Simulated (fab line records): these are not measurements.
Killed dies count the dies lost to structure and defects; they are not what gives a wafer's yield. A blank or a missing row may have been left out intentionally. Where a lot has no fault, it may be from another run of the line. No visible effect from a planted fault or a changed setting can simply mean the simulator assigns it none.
Chamber matching    flow nand-harc    4 sister chambers for NHARC_P_GATE_DESCUM_93 on rie-diel-11
The step chemistry O2, time 3 s. 8 wafers are shown with their chamber, then 10 later ones without.

== WAFERS PAIRED WITH THEIR CHAMBERS ==
wafer   chamber  showerhead-plenum-p-Torr (Torr)  drypump-motor-current-A (A)
L085.2  0        1.91                             5.3
L090.2  2        2.04                             6.4
L090.6  3        2.07                             5.5
L090.1  1        1.87                             6.1
L090.4  0        1.91                             5.3
L090.5  2        2.04                             6.3
L096.1  1        1.87                             6.2
L096.4  3        2.06                             5.5

== WAFERS WHOSE CHAMBER IS MISSING ==
wafer   showerhead-plenum-p-Torr (Torr)  drypump-motor-current-A (A)
L096.5  2.03                             6.4
L096.2  2.04                             6.4
L096.3  1.91                             5.3
L096.6  1.87                             6.2
L097.2  1.91                             5.3
L097.4  1.87                             6.1
L097.6  1.91                             5.3
L097.1  2.03                             6.4
L097.3  2.06                             5.5
L097.5  1.87                             6.1

== EACH ONE'S CHAMBER ==
wafer   from the rows above  in truth
L096.5  2                    2
L096.2  2                    2
L096.3  0                    0
L096.6  1                    1
L097.2  0                    0
L097.4  1                    1
L097.6  0                    0
L097.1  2                    2
L097.3  3                    3
L097.5  1                    1
Placed correctly: 10 of 10. From these rows, 0 cannot be placed. Number placed wrongly: 0.
How it was worked out, from the rows above alone: a wafer's distance from a chamber is the root of the sum, over the readings, of the square of ((its reading less the chamber's mean) divided by the reading's scatter). If the next closest chamber is less than 2 further off than the closest, the wafer can't be placed; otherwise it belongs to the closest. For every chamber, the mean is computed from those of its wafers that are shown. The scatter: take each reading less its chamber's mean, square it, sum over the shown wafers, divide by the number of wafers less the number of chambers, and take the root.
